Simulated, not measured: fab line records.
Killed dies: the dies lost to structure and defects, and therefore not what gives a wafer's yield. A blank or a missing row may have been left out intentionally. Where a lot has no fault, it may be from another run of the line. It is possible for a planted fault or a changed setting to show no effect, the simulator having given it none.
Shared-tool check | flow n5 finfet | 32 wafers sampled across 12 lots

== REASON IT WAS OPENED ==
At N5_ZERO_LAYER_INSPECT_20 the reading raw defect count is flagged on 2 of 12 lots. Fault-free wafers read 33, with a standard deviation of 13.
Rule: flag the lot when none of its wafers has a number, or when each of its wafers that has one lies beyond 4 standard deviations from that mean. All remaining lots are regarded as sound.

lot  | measured    | on                | raw defect count, wafer by wafer | flag
L155 | day 1 13:23 | defect inspect-02 | 22 22 33                         |
L156 | day 1 19:37 | defect inspect-02 | 57 35 44                         |
L159 | day 2 13:23 | defect inspect-01 | 18 29                            |
L160 | day 2 19:50 | defect inspect-01 | 31 55                            |
L161 | day 3 01:23 | defect inspect-01 | 9 28                             |
L162 | day 3 07:23 | defect inspect-01 | 27 32                            |
L163 | day 3 13:43 | defect inspect-01 | 1133 1107 1105                   | FLAGGED
L165 | day 4 01:25 | defect inspect-02 | 1144 1084 1054                   | FLAGGED
L175 | day 6 13:17 | defect inspect-02 | 21 48 24                         |
L176 | day 6 19:16 | defect inspect-01 | 17 24 28                         |
L177 | day 7 01:16 | defect inspect-01 | 10 34 9                          |
L178 | day 7 07:28 | defect inspect-01 | 36 34 37                         |
Average over the flagged lots: 1104; offset from the usual +1072, equal to +82 standard deviations.

== LOT BY LOT: THE TOOL USED ==
The record holds 1 process step before the reading, out of a route of 1938 steps. Cell contents, in order: the tool; ch with the chambers the sampled wafers went through; the start.
lot  | flag    | N5_ZERO_LAYER_STRIP_24
L155 |         | plasma asher-02 ch 0,1, day 1 13:01
L156 |         | plasma asher-01 ch 0,1, day 1 19:16
L159 |         | plasma asher-02 ch 1, day 2 13:01
L160 |         | plasma asher-01 ch 0,1, day 2 19:26
L161 |         | plasma asher-01 ch 1, day 3 01:01
L162 |         | plasma asher-01 ch 1, day 3 07:02
L163 | FLAGGED | plasma asher-01 ch 0,1, day 3 13:20
L165 | FLAGGED | plasma asher-01 ch 0,1, day 4 01:03
L175 |         | plasma asher-02 ch 0,1, day 6 12:54
L176 |         | plasma asher-02 ch 0,1, day 6 18:55
L177 |         | plasma asher-01 ch 0,1, day 7 00:56
L178 |         | plasma asher-01 ch 0,1, day 7 07:07
These steps, and what they do:
- N5_ZERO_LAYER_STRIP_24: strips in O2.
- N5_ZERO_LAYER_INSPECT_20: inspects for defects (darkfield).

== FLAGGED AGAINST TOTAL, ONE TOOL AT A TIME (gauges that did the reading follow at the end) ==
step                     | tool              | lots run | flagged | share of the flagged lots | sound lots run after its first flagged lot
N5_ZERO_LAYER_STRIP_24   | plasma asher-01   | 8        | 2       | all                       | 2 (L177,L178)
N5_ZERO_LAYER_STRIP_24   | plasma asher-02   | 4        | 0       | none                      | -
N5_ZERO_LAYER_INSPECT_20 | defect inspect-01 | 8        | 1       | some                      | 3 (L176,L177,L178)
N5_ZERO_LAYER_INSPECT_20 | defect inspect-02 | 4        | 1       | some                      | 1 (L175)

== WHAT THE TABLE ALLOWS ==
1 row of the table ran every flagged lot: plasma asher-01 at N5_ZERO_LAYER_STRIP_24.
- plasma asher-01 at N5_ZERO_LAYER_STRIP_24 ran 8 lots, 2 of them flagged. After the first flagged lot (L177, L178), sound lots still ran on it; a lasting fault on the whole tool would not permit that.
None of the table's rows ran every flagged lot and, after the first, no sound lot.

== WHAT THE SIMULATOR HAD PUT IN ==
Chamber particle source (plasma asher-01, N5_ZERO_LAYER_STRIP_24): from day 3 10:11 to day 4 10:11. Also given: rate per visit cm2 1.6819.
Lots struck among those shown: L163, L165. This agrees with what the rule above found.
